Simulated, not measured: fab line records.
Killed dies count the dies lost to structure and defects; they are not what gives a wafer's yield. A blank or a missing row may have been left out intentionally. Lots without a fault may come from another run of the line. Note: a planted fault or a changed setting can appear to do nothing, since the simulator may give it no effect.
fab line records ; flow n5-finfet ; part 2 of 2: steps 5 to 6 of 6
[record] lots = 22; wafers = 66; last-day = 17
route steps=1938 shown MOL_CONTACT_COAG@573 BEOL_M0_SAQP@632
lots that met no fault: taken from a fault-free run of the same line
start-h: hours from the record's opening day to when the first of the lot's shown wafers began ; wait-h: hours since the lot's step before ; " repeats the value in the row above ; L1.1+2: a single row standing in for several wafers ; - no value, or no start given ; * or withheld: withheld ; < > ~ a bound
route shown NAME@n: NAME is a module with steps in the file, n the number in the route of the first one ; usual: the fault-free wafers' mean and standard deviation ; same: alike in all rows ; chamber/n: place in a boat ; sites: readings site by site ; _std_site: their standard deviation ; _edge_site: outer sites' mean less inner sites' ; radius-mm: for every site, how far away it sits from the centre of the wafer ; mask NAME#n: copy n ; behind: the last tool/chamber to shape the wafer ; hold: why the lot went on hold/how many hours it stayed there/how the hold came to an end ; device: which transistor (n, p or np) failed to switch ; end of line: tests run on the same wafers once the route is complete ; step lacking rows: just its recipe ; killed: the dies lost at the first sort to structure and to defects; this is not the yield of the wafer ; map: a wafer's dies, marking killed ones x, the rest . and places with no die _
set.NAME: the run value of the setting; set.NAME@STEP: its run value at that earlier step ; model.NAME: the simulator's own value behind a step, which no gauge read
steps of the route over a sample of lots; a table a step, a row a wafer
services: a tool's chamber out of use, with start hour (start-h, from the record's first day; less than 0 if before it), hours out, and reason
[[steps]]
[step N5_BEOL_M0_SAQP_ETCH_102]
[recipe] chemistry = CF4; target = SiO2; target-depth-a = 40; ion-energy-ev = 350; time-s = 4.4; pressure-mtorr = 10; icp-w = 800; bias-w = 400; cf4-flow-sccm = 80
[usual] chamber-pressure-mTorr = 9.999/0.0085; drypump-motor-current-A = 5.7/0.42; oes-product-au = 1.006/0.019; throttle-valve-pct = 21.76/0.22
[same] time-s = 4.4
lot.wafer;tool;chamber;start-h;wait-h;chamber-pressure-mTorr;drypump-motor-current-A;oes-product-au;rf-hours-counter-h;throttle-valve-pct
L074.3;rie-si-05;2;110.02;0.1;9.998;5.0;0.975;66;21.64
L074.5;rie-si-05;1;110.02;0.1;9.978;4.8;1.007;-;21.63
L074.6;rie-si-05;0;110.02;0.1;9.983;5.8;1.011;-;21.98
L075.3;rie-si-05;3;114.96;0.1;10.009;5.7;0.980;59;21.77
L075.4;rie-si-05;0;114.96;0.1;10.005;5.7;1.015;181;21.98
L075.6;rie-si-05;0;114.96;0.1;10.006;5.8;1.019;-;21.99
L076.3;rie-si-05;1;128.96;0.1;10.001;4.8;1.006;66;21.62
L076.4;rie-si-05;2;128.96;0.1;10.008;4.9;0.976;67;21.66
L076.6;rie-si-05;2;128.96;0.1;9.998;4.9;0.977;-;21.65
L077.2;rie-si-06;0;132.29;0.1;9.998;5.9;0.991;126;21.82
L077.5;rie-si-06;0;132.29;0.1;9.997;5.8;0.994;-;21.80
L077.6;rie-si-06;1;132.29;0.1;10.010;6.1;0.988;-;22.31
L078.1;rie-si-03;3;142.27;0.1;10.010;5.3;1.044;35;21.55
L078.3;rie-si-03;1;142.27;0.1;10.009;6.0;1.029;137;21.77
L078.6;rie-si-03;1;142.27;0.1;9.997;5.9;1.027;-;21.79
L079.1;rie-si-03;3;147.16;0.1;9.993;5.3;1.029;35;21.53
L079.3;rie-si-03;1;147.16;0.1;10.006;6.0;1.011;137;21.78
L079.5;rie-si-03;1;147.16;0.1;10.006;6.0;1.020;-;21.76
L080.1;rie-si-06;1;149.95;0.1;9.997;6.2;0.989;82;22.32
L080.2;rie-si-06;0;149.95;0.1;9.996;5.8;1.010;126;21.84
L080.4;rie-si-06;2;149.95;0.1;10.011;5.9;1.037;27;21.89
L081.2;rie-si-03;3;152.79;0.1;9.990;5.3;1.036;35;21.53
L081.5;rie-si-03;2;152.79;0.1;9.984;6.1;1.010;-;21.53
L081.6;rie-si-03;3;152.79;0.1;9.980;5.3;1.033;-;21.54
L082.1;rie-si-05;0;159.58;0.1;10.002;5.8;1.021;182;21.99
L082.2;rie-si-05;1;159.58;0.1;10.002;4.7;1.017;67;21.64
L082.3;rie-si-05;3;159.58;0.1;10.005;5.7;0.985;60;21.79
L084.3;rie-si-03;1;171.91;0.1;10.008;6.0;1.032;138;21.76
L084.4;rie-si-03;3;171.91;0.1;9.992;5.3;1.048;36;21.55
L084.6;rie-si-03;1;171.91;0.1;9.986;6.0;1.029;-;21.80
L085.2;rie-si-06;3;182.63;0.1;9.992;5.7;0.997;175;21.50
L085.4;rie-si-06;1;182.63;0.1;9.992;6.2;0.996;83;22.32
L085.5;rie-si-06;1;182.63;0.1;9.998;6.2;0.998;-;22.32
L086.2;rie-si-06;1;186.01;0.1;9.981;6.2;0.991;83;22.31
L086.3;rie-si-06;2;186.01;0.1;10.004;5.9;1.028;28;21.89
L086.5;rie-si-06;2;186.01;0.1;9.996;5.9;1.029;-;21.90
L087.3;rie-si-06;3;191.96;0.1;9.992;5.7;0.987;175;21.49
L087.4;rie-si-06;1;191.96;0.1;10.011;6.1;0.993;83;22.30
L087.5;rie-si-06;2;191.96;0.1;9.994;6.0;1.028;-;21.88
L088.1;rie-si-05;2;198.95;0.1;9.991;5.0;0.982;68;21.67
L088.3;rie-si-05;0;198.95;0.1;9.994;5.8;1.023;182;22.00
L088.5;rie-si-05;1;198.95;0.1;10.009;4.8;1.005;-;21.62
L089.1;rie-si-06;1;204.09;0.1;9.998;6.1;1.001;83;22.30
L089.5;rie-si-06;2;204.09;0.1;10.006;5.9;1.028;-;21.90
L089.6;rie-si-06;3;204.09;0.1;10.003;5.7;0.991;-;21.49
L090.2;rie-si-05;0;210.72;0.1;9.993;5.8;1.010;183;21.98
L090.5;rie-si-05;3;210.72;0.1;9.997;5.7;0.978;-;21.78
L090.6;rie-si-05;0;210.72;0.1;10.008;5.8;1.012;-;21.98
L091.1;rie-si-05;1;216.14;0.1;9.992;4.8;1.000;68;21.63
L091.2;rie-si-05;3;216.14;0.1;10.000;5.7;0.981;61;21.76
L091.6;rie-si-05;1;216.14;0.1;10.001;4.8;1.000;-;21.63
L093.2;rie-si-03;0;226.45;0.1;10.008;5.9;0.985;83;21.58
L093.4;rie-si-03;2;226.45;0.1;9.995;6.0;1.019;111;21.56
L093.5;rie-si-03;3;226.45;0.1;9.982;5.3;1.043;-;21.55
L094.1;rie-si-06;3;233.08;0.1;9.997;5.7;1.004;176;21.49
L094.2;rie-si-06;0;233.08;0.1;10.010;5.8;0.997;127;21.83
L094.3;rie-si-06;1;233.08;0.1;10.004;6.1;0.991;83;22.32
L095.2;rie-si-03;2;236.56;0.1;9.980;6.1;1.017;111;21.55
L095.3;rie-si-03;0;236.56;0.1;9.997;5.9;0.975;83;21.58
L095.5;rie-si-03;0;236.56;0.1;10.000;5.9;0.982;-;21.60
L096.2;rie-si-03;2;239.55;0.1;9.989;6.0;1.033;111;21.57
L096.4;rie-si-03;0;239.55;0.1;10.014;5.9;0.994;83;21.58
L096.5;rie-si-03;3;239.55;0.1;9.995;5.3;1.044;-;21.52
L097.1;rie-si-05;1;244.93;0.1;10.000;4.8;0.996;68;21.62
L097.3;rie-si-05;3;244.93;0.1;10.010;5.7;0.985;62;21.79
L097.5;rie-si-05;2;244.93;0.1;10.000;4.9;0.994;-;21.66
[step N5_BEOL_M0_SAQP_STRIP_108]
[recipe] chemistry = N2/H2; power-w = 500; temp-c = 40; pressure-mtorr = 50; rf-frequency-hz = 6e+07; overash-fraction = 0.3; bias-power-w = 28; h2-frac = 0.5; n2-flow-sccm = 300; h2-flow-sccm = 300
[usual] chamber-pressure-mTorr = 50.01/0.043; drypump-motor-current-A = 5.7/0.43; n2-flow-sccm = 300.1/0.78; oes-product-au = 0.75/0.08; rf-vpp-V = 121.9/1; showerhead-plenum-p-Torr = 3.34/0.1; throttle-valve-pct = 19.0/0.4
lot.wafer;tool;chamber;start-h;wait-h;chamber-pressure-mTorr;drypump-motor-current-A;n2-flow-sccm;oes-product-au;rf-hours-counter-h;rf-vpp-V;showerhead-plenum-p-Torr;throttle-valve-pct
L074.3;rie-diel-04;1;110.71;0.0;49.97;6.1;300.0;0.69;238;121.9;3.31;18.9
L074.5;rie-diel-04;0;110.71;0.0;50.06;4.7;301.3;0.70;-;120.9;3.22;19.8
L074.6;rie-diel-04;1;110.71;0.0;50.06;6.1;300.6;0.69;-;121.7;3.31;18.9
L075.3;rie-diel-03;1;115.63;0.0;50.05;5.8;300.3;0.76;161;122.4;3.35;19.1
L075.4;rie-diel-03;0;115.63;0.0;50.05;5.7;300.0;0.75;130;122.7;3.53;19.1
L075.6;rie-diel-03;0;115.63;0.0;50.05;5.7;300.4;0.75;-;123.2;3.53;19.1
L076.3;rie-diel-01;2;129.70;0.0;50.02;6.3;299.0;0.73;150;121.8;3.36;19.1
L076.4;rie-diel-01;3;129.70;0.0;50.01;5.8;301.1;0.75;160;122.1;3.23;18.9
L076.6;rie-diel-01;1;129.70;0.0;49.91;6.0;300.3;0.91;-;122.7;3.41;18.6
L077.2;rie-diel-03;2;132.96;0.0;50.08;5.5;300.2;0.75;151;123.7;3.22;19.3
L077.5;rie-diel-03;2;132.96;0.0;49.95;5.5;299.1;0.75;-;120.7;3.22;19.3
L077.6;rie-diel-03;1;132.96;0.0;50.00;5.8;298.7;0.76;-;121.9;3.34;19.1
L078.1;rie-diel-01;0;142.93;0.0;49.93;5.3;299.7;0.70;237;122.1;3.43;19.1
L078.3;rie-diel-01;1;142.93;0.0;49.96;6.0;298.8;0.92;22;121.0;3.41;18.5
L078.6;rie-diel-01;3;142.93;0.0;49.97;5.8;300.4;0.74;-;121.0;3.23;18.9
L079.1;rie-diel-01;3;147.82;0.0;49.91;5.8;300.4;0.74;166;120.4;3.23;18.9
L079.3;rie-diel-01;0;147.82;0.0;49.96;5.3;299.4;0.69;239;123.1;3.43;19.1
L079.5;rie-diel-01;1;147.82;0.0;50.04;6.0;299.8;0.91;-;123.1;3.41;18.6
L080.1;rie-diel-04;1;150.61;0.0;49.98;6.1;299.3;0.68;255;121.6;3.30;18.9
L080.2;rie-diel-04;2;150.61;0.0;49.99;5.8;299.2;0.73;171;122.2;3.48;18.4
L080.4;rie-diel-04;1;150.61;0.0;50.00;6.1;299.3;0.68;-;122.6;3.30;18.9
L081.2;rie-diel-03;0;153.45;0.0;49.94;5.7;299.7;0.73;142;121.2;3.52;19.1
L081.5;rie-diel-03;3;153.45;0.0;49.98;5.3;300.6;0.76;-;121.8;3.47;18.6
L081.6;rie-diel-03;2;153.45;0.0;50.04;5.5;300.5;0.75;-;121.3;3.22;19.3
L082.1;rie-diel-03;2;160.24;0.0;49.99;5.5;299.1;0.75;160;121.4;3.22;19.3
L082.2;rie-diel-03;0;160.24;0.0;50.02;5.7;300.7;0.73;144;123.0;3.52;19.1
L082.3;rie-diel-03;1;160.24;0.0;49.95;5.8;301.3;0.75;175;122.1;3.34;19.2
L084.3;rie-diel-01;3;172.57;0.0;50.04;5.8;300.4;0.74;174;121.6;3.22;18.9
L084.4;rie-diel-01;2;172.57;0.0;50.04;6.3;298.8;0.72;161;121.3;3.36;19.2
L084.6;rie-diel-01;2;172.57;0.0;50.02;6.3;299.5;0.74;-;121.4;3.36;19.1
L085.2;rie-diel-01;3;183.29;0.0;49.94;5.8;300.9;0.73;176;120.6;3.22;18.9
L085.4;rie-diel-01;2;183.29;0.0;50.04;6.2;300.1;0.73;164;122.9;3.36;19.2
L085.5;rie-diel-01;3;183.29;0.0;49.99;5.8;301.5;0.72;-;120.7;3.22;18.9
L086.2;rie-diel-01;2;186.74;0.0;50.11;6.3;300.2;0.73;165;123.0;3.36;19.2
L086.3;rie-diel-01;1;186.74;0.0;49.94;6.0;300.0;0.88;34;121.8;3.40;18.6
L086.5;rie-diel-01;3;186.74;0.0;50.04;5.8;300.5;0.73;-;120.5;3.22;18.9
L087.3;rie-diel-04;3;192.64;0.0;50.01;6.0;301.6;0.71;223;122.2;3.31;19.1
L087.4;rie-diel-04;1;192.64;0.0;49.94;6.1;300.9;0.99;4;121.1;3.30;18.5
L087.5;rie-diel-04;0;192.64;0.0;50.04;4.7;301.0;0.68;-;120.1;3.20;19.8
L088.1;rie-diel-04;3;199.61;0.0;50.03;5.9;300.1;0.71;224;122.6;3.31;19.2
L088.3;rie-diel-04;0;199.61;0.0;50.01;4.7;300.5;0.69;209;120.8;3.20;19.8
L088.5;rie-diel-04;0;199.61;0.0;49.99;4.7;299.3;0.68;-;121.2;3.20;19.8
L089.1;rie-diel-01;3;204.83;0.0;50.03;5.9;301.1;0.73;185;121.3;3.22;18.9
L089.5;rie-diel-01;3;204.83;0.0;49.97;5.8;300.6;0.72;-;120.4;3.22;18.9
L089.6;rie-diel-01;2;204.83;0.0;50.02;6.3;299.4;0.72;-;121.6;3.35;19.1
L090.2;rie-diel-04;0;211.38;0.0;50.02;4.7;299.9;0.68;212;121.0;3.20;19.8
L090.5;rie-diel-04;0;211.38;0.0;49.97;4.7;299.3;0.68;-;121.1;3.20;19.8
L090.6;rie-diel-04;3;211.38;0.0;50.00;5.9;300.4;0.71;-;121.8;3.31;19.2
L091.1;rie-diel-04;2;217.16;0.0;50.08;5.7;299.1;0.71;195;123.0;3.47;18.4
L091.2;rie-diel-04;1;217.16;0.0;49.94;6.1;300.0;0.96;12;122.9;3.30;18.5
L091.6;rie-diel-04;1;217.16;0.0;50.00;6.1;300.5;0.95;-;121.9;3.30;18.5
L093.2;rie-diel-03;0;227.20;0.0;50.08;5.7;298.8;0.72;161;123.4;3.51;19.1
L093.4;rie-diel-03;3;227.20;0.0;50.03;5.3;298.9;0.74;195;123.1;3.46;18.6
L093.5;rie-diel-03;0;227.20;0.0;50.08;5.7;301.1;0.72;-;122.7;3.51;19.1
L094.1;rie-diel-04;2;233.74;0.0;49.97;5.8;299.1;0.70;200;123.1;3.47;18.4
L094.2;rie-diel-04;3;233.74;0.0;50.05;6.0;299.9;0.69;235;121.9;3.31;19.2
L094.3;rie-diel-04;1;233.74;0.0;49.99;6.0;299.9;0.94;18;121.3;3.29;18.5
L095.2;rie-diel-01;1;237.22;0.0;50.00;6.0;300.4;0.87;48;121.6;3.39;18.6
L095.3;rie-diel-01;3;237.22;0.0;50.00;5.8;299.7;0.72;196;120.1;3.21;18.9
L095.5;rie-diel-01;0;237.22;0.0;49.97;5.3;300.3;0.97;-;123.9;3.42;18.8
L096.2;rie-diel-04;3;240.69;0.0;49.97;5.9;300.1;0.69;238;122.8;3.31;19.2
L096.4;rie-diel-04;0;240.69;0.0;50.04;4.7;300.8;0.67;222;121.6;3.19;19.9
L096.5;rie-diel-04;3;240.69;0.0;49.98;5.9;299.1;0.69;-;122.6;3.31;19.2
L097.1;rie-diel-04;1;245.83;0.0;50.01;6.1;300.4;0.93;23;122.6;3.29;18.5
L097.3;rie-diel-04;3;245.83;0.0;50.08;5.9;301.0;0.69;240;122.4;3.31;19.2
L097.5;rie-diel-04;1;245.83;0.0;49.96;6.1;299.7;0.93;-;120.5;3.29;18.5
[[services]]
tool;chamber;start-h;hours;kind
pvd-sputter-03;-;83.35;0.6;repair
pecvd-01;1;87.10;7.3;repair
rie-diel-01;3;89.35;5.1;repair
rie-diel-06;3;91.74;2.4;repair
pvd-sputter-02;-;94.48;11.2;repair
rie-diel-01;-;103.88;18.9;repair
rie-si-05;0;106.32;2.1;repair
rie-diel-04;3;109.90;12.2;repair
pvd-sputter-02;-;124.06;2.1;repair
rie-diel-04;3;126.58;27.6;repair
rie-diel-01;-;126.93;0.3;repair
pecvd-04;-;129.76;2.1;repair
pecvd-04;-;134.06;2.2;repair
pecvd-01;0;135.19;14.8;repair
rie-diel-04;-;138.91;0.5;repair
rie-diel-06;1;161.09;4.9;repair
rie-diel-05;2;164.28;5.6;repair
rie-si-05;0;169.40;4.9;repair
pecvd-01;-;178.46;0.7;repair
pecvd-01;-;195.58;6.0;pm
rie-diel-01;1;203.57;15.6;repair
rie-diel-06;3;211.16;15.1;repair
pecvd-04;-;218.53;6.0;pm
rie-diel-04;0;241.77;2.9;repair
